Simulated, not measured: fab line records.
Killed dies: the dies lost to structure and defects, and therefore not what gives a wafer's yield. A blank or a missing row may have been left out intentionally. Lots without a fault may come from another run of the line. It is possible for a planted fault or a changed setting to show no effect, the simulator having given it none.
Matching of chambers / flow nand_harc / NHARC_A_CHANNEL_HOLE_D2_ETCH_39 on rie_diel-06: 4 sister chambers
The step etches the open film in N2/H2, target depth 260 nm, time 325 s. 4 wafers are shown with their chamber, then 7 later ones without.

WAFERS WITH THEIR CHAMBER
wafer=L687.1; chamber=0; drypump_motor_current_A (A)=5.3
wafer=L687.5; chamber=3; drypump_motor_current_A (A)=5.4
wafer=L688.1; chamber=1; drypump_motor_current_A (A)=5.0
wafer=L688.3; chamber=2; drypump_motor_current_A (A)=5.4

WAFERS MISSING THEIR CHAMBER
wafer=L688.4; drypump_motor_current_A (A)=5.5
wafer=L698.1; drypump_motor_current_A (A)=5.5
wafer=L698.3; drypump_motor_current_A (A)=5.0
wafer=L698.4; drypump_motor_current_A (A)=5.4
wafer=L699.1; drypump_motor_current_A (A)=5.3
wafer=L699.4; drypump_motor_current_A (A)=5.3
wafer=L699.5; drypump_motor_current_A (A)=5.5

CHAMBER TAKEN BY EACH
wafer=L688.4; from the rows above=can't be placed: 2 or 3 or 0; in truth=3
wafer=L698.1; from the rows above=can't be placed: 2 or 3 or 0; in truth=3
wafer=L698.3; from the rows above=1; in truth=1
wafer=L698.4; from the rows above=can't be placed: 2 or 3 or 0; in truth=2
wafer=L699.1; from the rows above=can't be placed: 0 or 2 or 3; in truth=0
wafer=L699.4; from the rows above=can't be placed: 0 or 2 or 3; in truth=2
wafer=L699.5; from the rows above=can't be placed: 2 or 3 or 0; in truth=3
1 of 7 placed correctly. Can't be placed from these rows: 6 (the true chamber is among the candidates in 6). Number placed wrongly: 0.
How it was worked out, from the rows above alone: a wafer's distance from a chamber is the root of the sum, over the readings, of the square of ((its reading less the chamber's mean) divided by the reading's scatter). If the next closest chamber is less than 2 further off than the closest, the wafer can't be placed; otherwise it belongs to the closest. The mean given for a chamber averages the wafers shown for that chamber. The scatter (one wafer shown for each chamber): square how far every hidden wafer sits from the nearest shown wafer, average those squares and take the square root.
